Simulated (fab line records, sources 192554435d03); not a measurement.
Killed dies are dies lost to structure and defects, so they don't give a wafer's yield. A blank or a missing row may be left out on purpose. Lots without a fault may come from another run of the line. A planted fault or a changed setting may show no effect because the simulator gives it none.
Split-lot experiment | flow n5_finfet | 7 lots, 39 wafers read, on a route of 1938 steps

THE SPLIT
At N5_FIN_SAQP_ETCH_65 (etches SiO2 in CF4, target depth 4 nm, time 4.4 s), the setting time_s was moved away from the recipe's 4.4 s on 12 of the 39 wafers read, by -19.2% to +18.3%. The other wafers ran this setting at the recipe's value.

The reading is taken at the split's own step.

THE READING
etch.depth_nm (the simulator's own value, which no gauge read), in nm, at N5_FIN_SAQP_ETCH_65 (etches SiO2 in CF4, target depth 4 nm, time 4.4 s). The file gives no usual value for it. The 27 wafers here that ran the recipe average 4.060 nm, standard deviation 0.081 nm.

wafer  | tool, chamber at the split | time_s as run, s | against the recipe | etch.depth_nm, nm | against lot-mates on the recipe
L074.1 | rie_si-05, 3               | 4.4              | recipe             | 3.92              | -
L074.2 | rie_si-05, 1               | 4.4              | recipe             | 4.008             | -
L074.3 | rie_si-05, 2               | 5.204            | +18.3%             | 4.539             | +0.535
L074.4 | rie_si-05, 0               | 4.4              | recipe             | 4.083             | -
L074.5 | rie_si-05, 1               | 5.204            | +18.3%             | 4.73              | +0.726
L074.6 | rie_si-05, 0               | 5.204            | +18.3%             | 4.834             | +0.830
L075.2 | rie_si-05, 1               | 4.4              | recipe             | 3.969             | -
L075.3 | rie_si-05, 0               | 4.4              | recipe             | 4.107             | -
L075.5 | rie_si-05, 0               | 4.4              | recipe             | 4.094             | -
L076.1 | rie_si-03, 2               | 4.4              | recipe             | 4.042             | -
L076.2 | rie_si-03, 3               | 3.619            | -17.8%             | 3.306             | -0.639
L076.3 | rie_si-03, 1               | 3.619            | -17.8%             | 3.337             | -0.608
L076.4 | rie_si-03, 0               | 4.4              | recipe             | 3.9               | -
L076.5 | rie_si-03, 1               | 3.619            | -17.8%             | 3.369             | -0.576
L076.6 | rie_si-03, 0               | 4.4              | recipe             | 3.893             | -
L079.1 | rie_si-03, 1               | 4.4              | recipe             | 4.128             | -
L079.2 | rie_si-03, 2               | 4.4              | recipe             | 4.073             | -
L079.3 | rie_si-03, 0               | 4.4              | recipe             | 3.948             | -
L079.4 | rie_si-03, 3               | 4.4              | recipe             | 4.077             | -
L079.5 | rie_si-03, 3               | 4.4              | recipe             | 4.088             | -
L079.6 | rie_si-03, 2               | 4.4              | recipe             | 4.121             | -
L087.1 | rie_si-03, 3               | 4.4              | recipe             | 4.11              | -
L087.2 | rie_si-03, 1               | 4.4              | recipe             | 4.14              | -
L087.3 | rie_si-03, 2               | 4.4              | recipe             | 4.132             | -
L087.4 | rie_si-03, 1               | 4.4              | recipe             | 4.146             | -
L087.5 | rie_si-03, 2               | 4.4              | recipe             | 4.124             | -
L087.6 | rie_si-03, 3               | 4.4              | recipe             | 4.104             | -
L089.1 | rie_si-03, 0               | 3.556            | -19.2%             | 3.257             | -0.859
L089.2 | rie_si-03, 2               | 4.4              | recipe             | 4.096             | -
L089.3 | rie_si-03, 1               | 3.556            | -19.2%             | 3.342             | -0.774
L089.4 | rie_si-03, 3               | 4.4              | recipe             | 4.11              | -
L089.5 | rie_si-03, 0               | 3.556            | -19.2%             | 3.218             | -0.898
L089.6 | rie_si-03, 1               | 4.4              | recipe             | 4.143             | -
L094.1 | rie_si-05, 0               | 4.4              | recipe             | 4.143             | -
L094.2 | rie_si-05, 3               | 4.4              | recipe             | 3.924             | -
L094.3 | rie_si-05, 2               | 4.859            | +10.4%             | 4.308             | +0.283
L094.4 | rie_si-05, 1               | 4.859            | +10.4%             | 4.4               | +0.375
L094.5 | rie_si-05, 1               | 4.4              | recipe             | 4.009             | -
L094.6 | rie_si-05, 2               | 4.859            | +10.4%             | 4.336             | +0.311

THE FIT
A straight line over all 39 wafers: etch.depth_nm changes by +0.0377 nm for each +1% of time_s; r = +0.97; the points scatter about the line by 0.087 nm.
The same after taking each lot's own level away (the mean of its wafers on the recipe; 39 wafers): +0.0382 nm for each +1%; r = +0.98; scatter 0.076 nm.
On that fit, the largest move of time_s shifts the reading by 0.73 nm.
The lots' own levels span 3.9450 to 4.1260 nm, that is 2.2 times the standard deviation above.
So the lot-to-lot level changes the slope little: the two slopes agree.
Check: with one of the wafers moved furthest among these (-19.2%) left out of the fit, the line predicts -0.725 nm for it against its lot-mates. It came out at -0.859 nm against them.

OTHER SPLITS ON THESE WAFERS
These wafers also went through other splits before the reading. Each is held against what the fit with the lots' levels taken away leaves over:
other split on the same wafers | wafers away from the commonest value | r with etch.depth_nm (lot level and that fit taken away)
N5_FIN_SAQP_ALD_61 temp_c      | 15                                   | +0.18

THE FILE'S OWN FIT
etch.depth_nm changes by +0.0383 nm for each +1% of time_s, r = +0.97.
